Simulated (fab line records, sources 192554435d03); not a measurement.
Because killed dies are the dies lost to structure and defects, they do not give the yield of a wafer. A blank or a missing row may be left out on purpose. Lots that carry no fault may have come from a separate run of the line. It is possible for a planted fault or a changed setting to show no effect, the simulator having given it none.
Matching of chambers | flow n5Finfet | 4 sister chambers for N5_BEOL_M5_ALD_86 on aldMetal-01
The step deposits TaN, pulse time 2 s, purge time 3 s, co reactant purge time 2 s. 4 wafers are shown with their chamber, then 7 later ones without.

WAFERS WITH THEIR CHAMBER
wafer  | chamber | heaterPowerW (W)
L081.6 | 2       | 409
L086.3 | 1       | 406
L088.1 | 0       | 457
L088.4 | 3       | 413

WAFERS WITH NO CHAMBER GIVEN
wafer  | heaterPowerW (W)
L088.5 | 407
L089.1 | 453
L089.4 | 394
L089.6 | 460
L076.2 | 410
L076.3 | 411
L076.5 | 417

WHICH CHAMBER EACH WENT THROUGH
wafer  | from the rows above          | in truth
L088.5 | can't be placed: 1 or 2 or 3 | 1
L089.1 | 0                            | 0
L089.4 | can't be placed: 1 or 2 or 3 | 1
L089.6 | 0                            | 0
L076.2 | can't be placed: 2 or 3 or 1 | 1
L076.3 | can't be placed: 2 or 3 or 1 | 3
L076.5 | can't be placed: 3 or 2 or 1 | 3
2 of 7 placed correctly. From these rows, 5 cannot be placed; in 5 the true chamber is one of the candidates. Placed wrongly: 0.
How it was worked out, from the rows above alone: a wafer's distance from a chamber is the root of the sum, over the readings, of the square of ((its reading less the chamber's mean) divided by the reading's scatter). If the next closest chamber is less than 2 further off than the closest, the wafer can't be placed; otherwise it belongs to the closest. A chamber's mean is the mean of its shown wafers. The scatter (one wafer shown for each chamber): square how far every hidden wafer sits from the nearest shown wafer, average those squares and take the square root.
